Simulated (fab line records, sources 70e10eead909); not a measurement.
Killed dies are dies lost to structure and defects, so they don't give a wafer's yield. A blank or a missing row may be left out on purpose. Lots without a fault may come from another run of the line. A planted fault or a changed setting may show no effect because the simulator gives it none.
Chamber matching | flow nand_harc | NHARC_A_WL_FILL_ALD_02 on ald_metal-04: 4 sister chambers
The step deposits TiN, target thk 2 nm, pulse time 3 s, ald cycles 100. 8 wafers are shown with their chamber, then 8 later ones without.

WAFERS WITH THEIR CHAMBER
wafer  | chamber | heater_power_w (W) | precursor_pulse_height_rel
L077.2 | 2       | 1157               | 0.988
L078.4 | 3       | 1094               | 0.974
L080.4 | 3       | 1119               | 1.000
L085.6 | 2       | 1180               | 1.004
L084.3 | 1       | 1201               | 0.990
L084.4 | 1       | 1137               | 0.996
L084.6 | 0       | 1314               | 1.026
L091.2 | 0       | 1295               | 1.014

WAFERS WITHOUT THEIR CHAMBER
wafer  | heater_power_w (W) | precursor_pulse_height_rel
L091.3 | 1184               | 0.993
L091.5 | 1172               | 1.019
L090.2 | 1189               | 1.004
L090.4 | 1213               | 0.989
L090.5 | 1184               | 0.981
L089.4 | 1223               | 1.022
L089.5 | 1325               | 0.974
L089.6 | 1173               | 0.989

WHICH CHAMBER EACH WENT THROUGH
wafer  | from the rows above          | in truth
L091.3 | can't be placed: 1 or 2      | 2
L091.5 | can't be placed: 2 or 1 or 3 | 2
L090.2 | can't be placed: 2 or 1      | 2
L090.4 | can't be placed: 1 or 2      | 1
L090.5 | can't be placed: 1 or 2 or 3 | 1
L089.4 | can't be placed: 2 or 0 or 1 | 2
L089.5 | 0                            | 0
L089.6 | can't be placed: 1 or 2      | 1
Placed correctly: 1 of 8. Can't be placed from these rows: 7 (the true chamber is among the candidates in 7). Placed wrongly: 0.
How it was worked out, from the rows above alone: a wafer's distance from a chamber is the root of the sum, over the readings, of the square of ((its reading less the chamber's mean) divided by the reading's scatter). The wafer belongs to the nearest chamber; if the next one is less than 2 further off, it can't be placed. A chamber's mean is the mean of its shown wafers. The scatter: the root of (the sum of the squares of (reading less its chamber's mean) over the shown wafers, divided by (wafers less chambers)).
